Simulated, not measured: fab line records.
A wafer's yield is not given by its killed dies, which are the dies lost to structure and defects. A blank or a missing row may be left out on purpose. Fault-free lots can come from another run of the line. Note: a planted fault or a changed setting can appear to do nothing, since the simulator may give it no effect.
One fault through the eyes of 2 desks || flow nand_harc || only its own numbers are on each desk; what lay behind them is given at the end

== TOOL OWNER'S DESK, plasma_asher-02 ==
The tool's own readings at NHARC_P_GATE_STRIP_111 (strips in N2/H2, time 250 s): means of the sampled wafers that have a number, for each lot that ran on this tool. The brackets show how far a lot's mean lies from the usual mean; more than 4 standard deviations puts the lot out of limits, marked OUT.
Columns: A = drypump_motor_current_A at NHARC_P_GATE_STRIP_111, usual 5.8 A; B = heater_power_w at NHARC_P_GATE_STRIP_111, usual 83.1 W
{"lot": "L956", "first seen here": "day 7 00:12", "A": 6.3, "B": 82.9}
{"lot": "L958", "first seen here": "day 7 10:03", "A": 6.2, "B": 81.1}
{"lot": "L959", "first seen here": "day 8 01:41", "A": 6.3, "B": 83.2}
{"lot": "L961", "first seen here": "day 9 01:44", "A": 6.2, "B": 80.6}
{"lot": "L969", "first seen here": "day 12 11:25", "A": 6.3, "B": 84.6}
{"lot": "L971", "first seen here": "day 12 23:56", "A": 6.3, "B": 84.8}
{"lot": "L972", "first seen here": "day 13 13:02", "A": 6.3, "B": 85.0}
{"lot": "L974", "first seen here": "day 14 17:42", "A": 6.2, "B": 83.0}
This desk's finding: nothing out of limits on any of the 8 lots.

== THE DEFECT DESK ==
Counts from the inspections along the route, per lot, as means over the sampled wafers that have a number. The brackets show how far a lot's mean lies from the usual mean; more than 4 standard deviations puts the lot out of limits, marked OUT.
Columns: A = raw_defect_count at NHARC_P_GATE_INSPECT_68, usual 186
{"lot": "L956", "first seen here": "day 7 05:59", "A": 166}
{"lot": "L958", "first seen here": "day 7 15:58", "A": 153}
{"lot": "L959", "first seen here": "day 8 08:09", "A": "1554 (+18) OUT"}
{"lot": "L960", "first seen here": "day 8 18:33", "A": 160}
{"lot": "L961", "first seen here": "day 9 07:37", "A": "1531 (+18) OUT"}
{"lot": "L968", "first seen here": "day 11 22:28", "A": 213}
{"lot": "L969", "first seen here": "day 12 17:35", "A": 150}
{"lot": "L970", "first seen here": "day 12 21:07", "A": 152}
{"lot": "L971", "first seen here": "day 13 05:43", "A": 129}
{"lot": "L972", "first seen here": "day 13 19:02", "A": 248}
{"lot": "L974", "first seen here": "day 15 00:10", "A": 170}
{"lot": "L976", "first seen here": "day 15 10:17", "A": 202}
This desk's finding: out of limits on L959, L961; first on L959, day 8 08:09 (raw_defect_count at NHARC_P_GATE_INSPECT_68). In limits: L956, L958, L960, L968, L969, L970, L971, L972, L974, L976.

== ALL TOGETHER ==
The defect desk could have raised an alarm at day 8 08:09, on L959, L961.
The tool owner's desk saw nothing out of limits.
The tool owner's desk has L959, L961 on record, within its limits.
On plasma_asher-02, each named lot ran NHARC_P_GATE_STRIP_111.

== WHAT THE SIMULATOR PUT IN ==
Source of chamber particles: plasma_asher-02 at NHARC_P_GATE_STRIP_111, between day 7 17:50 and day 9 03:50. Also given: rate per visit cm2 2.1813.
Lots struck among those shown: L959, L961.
Hours from the fault's start to each desk's first reading out of limits: the defect desk, 14.
